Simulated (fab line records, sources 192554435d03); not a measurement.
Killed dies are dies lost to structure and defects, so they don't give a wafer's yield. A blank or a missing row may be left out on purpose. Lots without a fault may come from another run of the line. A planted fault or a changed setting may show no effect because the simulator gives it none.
Which tool did it? | flow n5_finfet | 12 lots, 36 wafers sampled, at 1 step of a route of 1938

WHAT THE GAUGES READ, wafer by wafer
N5_BEOL_M7_INSPECT_13: inspects for defects (brightfield).
lot  | measured     | on                | raw_defect_count
L075 | day 9 09:01  | defect_inspect-01 | 429 413 480
L077 | day 9 13:43  | defect_inspect-01 | 415 391 407
L079 | day 10 01:17 | defect_inspect-01 | 476 332 249
L082 | day 10 10:26 | defect_inspect-01 | 419 452 310
L083 | day 10 18:02 | defect_inspect-02 | 597 292 431
L085 | day 11 09:23 | defect_inspect-02 | 319 547 570
L086 | day 12 07:43 | defect_inspect-01 | 311 324 438
L088 | day 12 14:15 | defect_inspect-01 | 326 436 329
L091 | day 13 03:47 | defect_inspect-02 | 475 283 300
L094 | day 13 13:25 | defect_inspect-02 | 604 440 529
L095 | day 13 21:35 | defect_inspect-01 | 381 486 348
L097 | day 14 20:17 | defect_inspect-02 | 495 405 353

WHICH TOOL RAN EACH LOT (tool, then ch and the chambers of the sampled wafers, then the start)
The record holds no process step before these readings.

THE ANSWER, worked out from the rows above alone
Rule: what is usual is taken from the lots themselves. Put in order of their means at a reading, lots are off if they are a third of the lots or fewer, leave a main group of 4 or more, and stand apart from it by a gap of 3 or more times the standard deviation of the main group's means; of several such gaps the widest counts. A main group whose means are all the same, to the digits that the tables above print for the reading, isn't used. A lot without any number at a reading at which 4 lots or more have one is off too. The other lots that the step has rows for count as sound.
No lot is off at any reading shown: from this, nothing can be told.

WHAT THE SIMULATOR HAD PUT IN
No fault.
